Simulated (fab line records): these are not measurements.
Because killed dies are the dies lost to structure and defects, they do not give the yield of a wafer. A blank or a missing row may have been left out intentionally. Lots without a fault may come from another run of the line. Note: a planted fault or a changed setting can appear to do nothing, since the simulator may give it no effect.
Matching of chambers ; flow n5Finfet ; N5_BEOL_M3_ETCH_64 on rieDiel-03 has 4 sister chambers
The step etches SOC in N2/H2, target depth 75 nm, overetch 15 nm, time 112.5 s. 24 wafers are shown with their chamber, then 12 later ones without.

== WAFERS WITH THEIR CHAMBER ==
wafer;chamber;drypumpMotorCurrentA (A);showerheadPlenumPTorr (Torr);throttleValvePct (%)
L074.3;0;5.7;2.36;18.00
L074.4;3;5.7;2.45;18.10
L074.5;2;5.2;2.65;18.02
L077.2;2;5.2;2.65;18.03
L077.3;3;5.7;2.44;18.12
L077.4;1;5.6;2.54;17.85
L078.2;1;5.6;2.54;17.86
L078.4;3;5.7;2.44;18.14
L078.6;1;5.6;2.54;17.85
L080.2;2;5.2;2.64;18.05
L080.5;3;5.7;2.44;18.12
L080.6;1;5.6;2.54;17.86
L082.2;0;5.7;2.35;18.04
L082.4;3;5.7;2.43;18.14
L082.5;0;5.7;2.35;18.02
L083.2;2;5.2;2.64;18.06
L083.3;0;5.7;2.35;18.02
L083.6;0;5.7;2.35;18.03
L084.1;3;5.8;2.43;18.15
L084.5;0;5.7;2.35;18.04
L084.6;3;5.7;2.43;18.16
L088.1;0;5.7;2.35;18.05
L088.2;1;5.6;2.53;17.90
L088.3;2;5.2;2.64;18.08

SIGNATURES (means of the wafers above)
reading;chamber 0;chamber 1;chamber 2;chamber 3;scatter within a chamber
drypumpMotorCurrentA;5.700;5.600;5.200;5.714;0.0207
showerheadPlenumPTorr;2.3514;2.5380;2.6440;2.4371;0.00561
throttleValvePct;18.0286;17.8640;18.0480;18.1329;0.0203
Rule: a wafer's distance from a chamber is the root of the sum, over the readings, of the square of ((its reading less the chamber's mean) divided by the reading's scatter). If the next closest chamber is less than 2 further off than the closest, the wafer can't be placed; otherwise it belongs to the closest. How the scatter is found: for the shown wafers, subtract from each reading the mean of its chamber, square and add these, divide the total by (wafers less chambers), then take the root.

== WAFERS WITH NO CHAMBER GIVEN ==
wafer;drypumpMotorCurrentA (A);showerheadPlenumPTorr (Torr);throttleValvePct (%)
L091.1;5.2;2.63;18.10
L091.3;5.7;2.43;18.17
L091.4;5.7;2.35;18.05
L094.2;5.7;2.34;18.08
L094.3;5.6;2.52;17.91
L094.6;5.6;2.52;17.90
L096.1;5.7;2.43;18.20
L096.3;5.5;2.52;17.91
L096.4;5.1;2.63;18.09
L097.1;5.6;2.52;17.92
L097.2;5.7;2.42;18.21
L097.5;5.7;2.42;18.20

== WHICH CHAMBER EACH ONE RAN IN ==
wafer;from the rows above;in truth
L091.1;2;2
L091.3;3;3
L091.4;0;0
L094.2;0;0
L094.3;1;1
L094.6;1;1
L096.1;3;3
L096.3;1;1
L096.4;2;2
L097.1;1;1
L097.2;3;3
L097.5;3;3
12 of 12 placed correctly. From these rows, 0 cannot be placed. Wrongly placed: 0.
